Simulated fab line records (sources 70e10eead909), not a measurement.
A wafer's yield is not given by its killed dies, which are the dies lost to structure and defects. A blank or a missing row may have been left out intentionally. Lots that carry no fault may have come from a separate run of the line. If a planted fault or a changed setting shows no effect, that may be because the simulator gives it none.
Which of the tools did it? -- flow nand_harc -- Sampling: 6 lots, 18 wafers, 3 of 1302 route steps

WHAT EACH GAUGE READ, for each wafer
NHARC_P_CONTACT_CD_MEAS_12: target cd 90 nm.
lot,measured,on,cd_nm (nm)
L193,day 7 03:20,cd_sem-01,89.7 90.0 89.4
L196,day 8 03:23,cd_sem-02,89.2 89.7 89.4
L199,day 9 11:37,cd_sem-01,90.1 90.0 90.5
L205,day 11 22:44,cd_sem-02,89.5 90.6 89.6
L206,day 12 05:38,cd_sem-02,91.2 89.9 90.3
L213,day 15 01:19,cd_sem-02,83.5 88.7 89.3

TOOL THAT RAN EACH LOT (tool first, then ch and the chambers of the sampled wafers, then the start)
lot,NHARC_P_GATE_DEGAS_109,NHARC_P_CONTACT_EXPOSE_09
L193,"pvd_sputter-02, day 7 00:46","arfi_scanner-02 ch 0, day 7 03:12"
L196,"pvd_sputter-01, day 8 00:56","arfi_scanner-01 ch 0, day 8 03:16"
L199,"pvd_sputter-02, day 9 09:04","arfi_scanner-02 ch 0, day 9 11:29"
L205,"pvd_sputter-01, day 11 20:12","arfi_scanner-02 ch 0, day 11 22:36"
L206,"pvd_sputter-03, day 12 03:12","arfi_scanner-02 ch 0, day 12 05:30"
L213,"pvd_sputter-01, day 14 21:54","arfi_scanner-01 ch 0, day 15 01:11"
- NHARC_P_GATE_DEGAS_109: time 60 s.
- NHARC_P_CONTACT_EXPOSE_09: exposes mask P CA, target cd 90 nm.

THE ANSWER, worked out from the rows above alone
Rule: the usual values come from the lots themselves. Put in order of their means at a reading, lots are off if they are a third of the lots or fewer, leave a main group of 4 or more, and stand apart from it by a gap of 3 or more times the standard deviation of the main group's means; of several such gaps the widest counts. Not used: any main group whose means are identical at the precision the tables above print for the reading. A lot without any number at a reading at which 4 lots or more have one is off too. Any other lot the step has rows for is counted as sound.
Off: L213, at NHARC_P_CONTACT_CD_MEAS_12 (cd_nm). The main group: mean 89.9 nm, standard deviation 0.36.
If a tool, at a process step before that reading, ran all the lots that are off and no sound lot after the first of them, it fits. Gauges at NHARC_P_CONTACT_CD_MEAS_12: tried the same way as those tools. Can't be told from this: 3 tools fit, pvd_sputter-01 at NHARC_P_GATE_DEGAS_109, arfi_scanner-01 at NHARC_P_CONTACT_EXPOSE_09, cd_sem-02 at NHARC_P_CONTACT_CD_MEAS_12.

WHAT THE SIMULATOR HAD INSERTED
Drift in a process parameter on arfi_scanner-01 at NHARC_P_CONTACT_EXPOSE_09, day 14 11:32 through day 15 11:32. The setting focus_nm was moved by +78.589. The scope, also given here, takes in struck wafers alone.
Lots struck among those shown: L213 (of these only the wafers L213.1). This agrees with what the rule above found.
